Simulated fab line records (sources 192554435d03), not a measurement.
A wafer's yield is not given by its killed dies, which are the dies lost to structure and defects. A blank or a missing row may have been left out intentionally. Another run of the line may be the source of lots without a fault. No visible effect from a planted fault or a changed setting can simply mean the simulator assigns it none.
One fault seen from 2 desks || flow n5_finfet || each desk has only its own numbers; what lay behind them comes last

== AT THE TOOL OWNER'S DESK: cmp-03 ==
The tool's own readings at N5_MOL_CONTACT_COAG_CMP_23 (polishes, stops on SiO2, t overpolish 1.5 s, target thk 0 nm): means of the sampled wafers that have a number, for each lot that ran on this tool. A lot is out of limits, marked OUT, if its mean lies more than 4 standard deviations from the usual mean; the brackets give that distance.
Columns: A = motor_current_A at N5_MOL_CONTACT_COAG_CMP_23, usual 7.6 A; B = overpolish_run_s at N5_MOL_CONTACT_COAG_CMP_23, usual 1.499 s; C = time_to_endpoint_s at N5_MOL_CONTACT_COAG_CMP_23, usual 9.4 s
{"lot": "L752", "first seen here": "day 4 21:25", "A": 7.8, "B": 1.508, "C": 9.1}
{"lot": "L753", "first seen here": "day 5 08:17", "A": 7.5, "B": 1.493, "C": 12.0}
{"lot": "L754", "first seen here": "day 5 14:01", "A": 7.9, "B": 1.497, "C": 11.8}
{"lot": "L757", "first seen here": "day 6 08:05", "A": 7.5, "B": 1.491, "C": 5.8}
{"lot": "L762", "first seen here": "day 7 12:27", "A": 7.2, "B": 1.489, "C": 13.9}
This desk found nothing out of limits on any of the 5 lots.

== AT THE METROLOGY DESK ==
What the gauges read, lot by lot, whatever tool the lot ran on: means of the sampled wafers that have a number. A lot is out of limits, marked OUT, if its mean lies more than 4 standard deviations from the usual mean; the brackets give that distance.
Columns: A = MD_CAP_THK at N5_MOL_CONTACT_COAG_THK_MEAS_29, usual 17.93 nm
{"lot": "L752", "first seen here": "day 5 00:56", "A": 17.93}
{"lot": "L753", "first seen here": "day 5 10:58", "A": 17.92}
{"lot": "L754", "first seen here": "day 5 16:44", "A": 17.99}
{"lot": "L755", "first seen here": "day 5 18:23", "A": 17.86}
{"lot": "L757", "first seen here": "day 6 11:13", "A": 18.00}
{"lot": "L759", "first seen here": "day 7 06:20", "A": 17.86}
{"lot": "L762", "first seen here": "day 7 15:08", "A": "18.47 (+7.0) OUT"}
{"lot": "L766", "first seen here": "day 8 17:01", "A": 17.96}
{"lot": "L767", "first seen here": "day 8 22:07", "A": 18.00}
{"lot": "L770", "first seen here": "day 9 12:19", "A": 17.80}
{"lot": "L774", "first seen here": "day 10 14:17", "A": 17.98}
{"lot": "L775", "first seen here": "day 10 17:47", "A": 17.96}
Per this desk, out of limits: L762; the first was L762, day 7 15:08 (MD_CAP_THK at N5_MOL_CONTACT_COAG_THK_MEAS_29). L752, L753, L754, L755, L757, L759, L766, L767, L770, L774, L775 stayed within limits.

== PUT TOGETHER ==
L762 would have let the metrology desk raise an alarm at day 7 15:08.
The desk of the tool owner found nothing out of limits.
The tool owner's desk has L762 on record, within its limits.
Every lot named ran N5_MOL_CONTACT_COAG_CMP_23 on cmp-03.

== WHAT HAD BEEN PUT IN BY THE SIMULATOR ==
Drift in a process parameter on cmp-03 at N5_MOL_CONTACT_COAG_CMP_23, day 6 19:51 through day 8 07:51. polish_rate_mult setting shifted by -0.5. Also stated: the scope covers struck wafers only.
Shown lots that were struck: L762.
Time in hours between the start of the fault and the first out-of-limits reading at each desk: metrology desk, 19.
